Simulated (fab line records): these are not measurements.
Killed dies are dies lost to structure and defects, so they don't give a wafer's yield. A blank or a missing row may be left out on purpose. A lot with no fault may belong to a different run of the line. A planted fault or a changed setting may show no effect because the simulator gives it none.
A lot that was struck, set against a sound lot    flow nand harc    17 steps out of a route of 1159
Sound: the wafers L402.2, L402.5, L402.6. Struck: wafers L409.1, L409.4 (left out: L409.2, a lot-mate that was not struck); the cause follows at the end.
Each step with rows lists, per side, the tool, then ch with its chambers, then its first start. Under that, the readings that differ: sound wafers    struck wafers    difference of the means    sigmas: that difference in standard deviations of wafers without a fault.
alike: words and numbers the same on both sides, and readings whose means are apart by under 2 such deviations; not compared: readings that were withheld, readings missing a value for some wafer, numbers with overlapping values and no deviation given by the record, and bounds like >300 which may hide the same value.
The two part at a step that has a row with sigmas, a row that says differs or no value, or rows on one side only. When numbers do not overlap yet have no deviation, they are printed without sigmas and do not part them. A reading missing from all wafers of one side parts the sides only when that side holds two or more wafers.

NHARC_P_M1_INSPECT_11:
  sound on defect inspect-01, day 6 13:11; struck on defect inspect-01, day 8 05:41
  alike: raw defect count
then, 1 step without rows for these wafers: NHARC_P_M1_DESCUM_14 (chemistry O2, time 3 s).
NHARC_P_M1_ETCH_35: etches the open film in N2/H2, target depth 40 nm, overetch 12 nm, time 43.94 s.
  sound on rie diel-12 ch 0,3, day 6 13:20; struck on rie diel-01 ch 0,2, day 8 05:50
reading                      sound        struck   difference  sigmas
drypump motor current A (A)  5.3 5.1 5.3  5.7 6.3  +0.8        +2
  alike: oes product au, rf vpp V, showerhead plenum p Torr, throttle valve pct
  not compared: rf hours counter h
NHARC_P_M1_ETCH_15: etches the open film in C4F8/Ar, target depth 182.5 nm, time 91.2 s.
  sound: rie diel-12 ch 1,2; struck: rie diel-01 ch 2,3
  alike: oes product au, rf vpp V
  not compared: rf hours counter h
NHARC_P_M1_CD_MEAS_16:
  sound on cd sem-03, day 6 13:34; struck on cd sem-01, day 8 06:03
  alike: cd nm
then, 3 steps without rows for these wafers: NHARC_P_M1_STRIP_18 (strips in N2/H2); NHARC_P_M1_ETCH_28 (etches the open film in CF4/N2, target depth 30 nm, time 72.99 s); NHARC_P_M1_STRIP_19 (strips in post etch residue remover, time 600 s).
NHARC_P_M1_DEGAS_29: time 60 s.
  sound on pvd sputter-01, day 6 14:18; struck on pvd sputter-01, day 8 06:46
  alike: heater power w
NHARC_P_M1_PRE_CLEAN_30: time 30 s.
  sound on pvd sputter-01; struck on pvd sputter-01
  alike: heater power w
NHARC_P_M1_PVD_20: deposits TaN, target thk 5 nm, time 8.06 s.
  sound on pvd sputter-01; struck on pvd sputter-01
  alike: throttle valve pct
then, 1 step without rows for these wafers: NHARC_P_M1_PVD_21 (deposits Cu, target thk 30 nm, time 20.49 s).
NHARC_P_M1_ECD_22: material Cu, target thk 400 nm.
  sound on ecd cu-01 ch 0,1, day 6 14:40; struck on ecd cu-01 ch 0,1, day 8 07:08
then, 1 step without rows for these wafers: NHARC_P_M1_ANNEAL_31 (time 90 s).
NHARC_P_M1_CMP_23: polishes, t overpolish 20 s, target thk 157.82 nm.
  sound on cmp-03 ch 2,3, day 6 15:26; struck on cmp-03 ch 0,2, day 8 07:51
reading                 sound           struck     difference  sigmas
time to endpoint s (s)  24.4 25.9 30.7  17.6 16.7  -9.9        -4
  alike: motor current A
  not compared: pad life wafers
NHARC_P_M1_THK_MEAS_24: measures by xrf.
  sound on film metro-02, day 6 15:43; struck on film metro-01, day 8 08:10
  alike: thk nm
following that, these wafers have no rows for 1 step: NHARC_END_SORT_01.

## WHERE THEY PART
At NHARC_P_M1_ETCH_35 first; at NHARC_P_M1_CMP_23 last (within this record only). Later steps at which nothing parts them and some readings are alike: NHARC_P_M1_THK_MEAS_24.

WHY: what had been put in by the simulator
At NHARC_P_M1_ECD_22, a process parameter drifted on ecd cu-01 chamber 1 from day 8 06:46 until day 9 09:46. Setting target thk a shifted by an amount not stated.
